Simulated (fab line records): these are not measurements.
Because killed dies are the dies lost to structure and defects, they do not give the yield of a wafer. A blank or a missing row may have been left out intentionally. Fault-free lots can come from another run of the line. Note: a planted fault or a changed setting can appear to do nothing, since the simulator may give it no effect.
Chamber matching + flow n5_finfet + N5_BEOL_M4_STRIP_36 on rie_diel-05 has 4 sister chambers
The step strips in N2/H2. 7 wafers are shown with their chamber, then 7 later ones without.

== WAFERS WITH THEIR CHAMBER ==
| wafer  | chamber | throttle_valve_pct (%) | drypump_motor_current_A (A) |
|--------|---------|------------------------|-----------------------------|
| L079.1 | 0       | 23.3                   | 5.63                        |
| L079.2 | 1       | 23.0                   | 5.81                        |
| L079.4 | 1       | 23.0                   | 5.82                        |
| L079.5 | 2       | 23.8                   | 6.16                        |
| L079.6 | 0       | 23.3                   | 5.58                        |
| L090.1 | 3       | 23.9                   | 5.89                        |
| L090.2 | 2       | 23.9                   | 6.15                        |

== WAFERS WITHOUT THEIR CHAMBER ==
| wafer  | throttle_valve_pct (%) | drypump_motor_current_A (A) |
|--------|------------------------|-----------------------------|
| L090.3 | 23.0                   | 5.81                        |
| L090.4 | 23.9                   | 5.90                        |
| L090.5 | 23.0                   | 5.83                        |
| L090.6 | 23.9                   | 6.12                        |
| L093.1 | 23.9                   | 5.93                        |
| L093.2 | 23.0                   | 5.81                        |
| L093.4 | 23.8                   | 6.16                        |

== CHAMBER TAKEN BY EACH ==
| wafer  | from the rows above | in truth |
|--------|---------------------|----------|
| L090.3 | 1                   | 1        |
| L090.4 | 3                   | 3        |
| L090.5 | 1                   | 1        |
| L090.6 | 2                   | 2        |
| L093.1 | 3                   | 3        |
| L093.2 | 1                   | 1        |
| L093.4 | 2                   | 2        |
Correct placement for 7 of the 7. From these rows, 0 cannot be placed. Placed wrongly: 0.
How it was worked out, from the rows above alone: a wafer's distance from a chamber is the root of the sum, over the readings, of the square of ((its reading less the chamber's mean) divided by the reading's scatter). The wafer belongs to the nearest chamber; if the next one is less than 2 further off, it can't be placed. For every chamber, the mean is computed from those of its wafers that are shown. The scatter: take each reading less its chamber's mean, square it, sum over the shown wafers, divide by the number of wafers less the number of chambers, and take the root.
